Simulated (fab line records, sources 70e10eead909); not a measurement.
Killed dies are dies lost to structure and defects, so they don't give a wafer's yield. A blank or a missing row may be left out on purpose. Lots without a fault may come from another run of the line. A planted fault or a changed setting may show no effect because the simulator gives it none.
Chamber matching | flow nand_harc | NHARC_A_STAIRCASE_DEP_325 on pecvd-02: 3 sister chambers
The step deposits SiO2, target thk 7200 nm. 20 wafers are shown with their chamber, then 10 later ones without.

WAFERS WITH THEIR CHAMBER
wafer  | chamber | heater_power_outer_w (W) | heater_power_w (W)
L077.1 | 2       | 298                      | 600
L077.4 | 0       | 305                      | 567
L077.5 | 2       | 290                      | 566
L079.1 | 1       | 476                      | 765
L079.4 | 0       | 305                      | 575
L079.5 | 2       | 282                      | 591
L080.3 | 2       | 301                      | 600
L080.4 | 1       | 368                      | 623
L080.6 | 2       | 293                      | 570
L082.1 | 2       | 395                      | 716
L082.3 | 1       | 445                      | 707
L082.5 | 2       | 285                      | 578
L084.2 | 2       | 378                      | 696
L084.3 | 0       | 395                      | 693
L084.4 | 0       | 294                      | 570
L086.1 | 0       | 317                      | 607
L086.5 | 1       | 381                      | 622
L086.6 | 2       | 288                      | 572
L087.1 | 0       | 338                      | 653
L087.5 | 0       | 307                      | 564

SIGNATURES (means of the wafers above)
reading              | chamber 0 | chamber 1 | chamber 2 | scatter within a chamber
heater_power_outer_w | 323.00    | 417.50    | 312.22    | 41.8
heater_power_w       | 604.14    | 679.25    | 609.89    | 56.9
Rule: a wafer's distance from a chamber is the root of the sum, over the readings, of the square of ((its reading less the chamber's mean) divided by the reading's scatter). The wafer belongs to the nearest chamber; if the next one is less than 2 further off, it can't be placed. The scatter: the root of (the sum of the squares of (reading less its chamber's mean) over the shown wafers, divided by (wafers less chambers)).

WAFERS WITHOUT THEIR CHAMBER
wafer  | heater_power_outer_w (W) | heater_power_w (W)
L087.6 | 289                      | 575
L089.2 | 456                      | 736
L089.3 | 345                      | 676
L089.5 | 304                      | 582
L095.2 | 360                      | 670
L095.4 | 307                      | 593
L095.6 | 372                      | 625
L096.2 | 440                      | 700
L096.4 | 390                      | 633
L096.6 | 304                      | 590

WHICH CHAMBER EACH WENT THROUGH
wafer  | from the rows above          | in truth
L087.6 | can't be placed: 2 or 0      | 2
L089.2 | 1                            | 1
L089.3 | can't be placed: 0 or 2 or 1 | 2
L089.5 | can't be placed: 2 or 0      | 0
L095.2 | can't be placed: 1 or 0 or 2 | 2
L095.4 | can't be placed: 2 or 0      | 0
L095.6 | can't be placed: 0 or 1 or 2 | 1
L096.2 | 1                            | 1
L096.4 | can't be placed: 1 or 0 or 2 | 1
L096.6 | can't be placed: 2 or 0      | 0
Placed correctly: 2 of 10. Can't be placed from these rows: 8 (the true chamber is among the candidates in 8). Placed wrongly: 0.
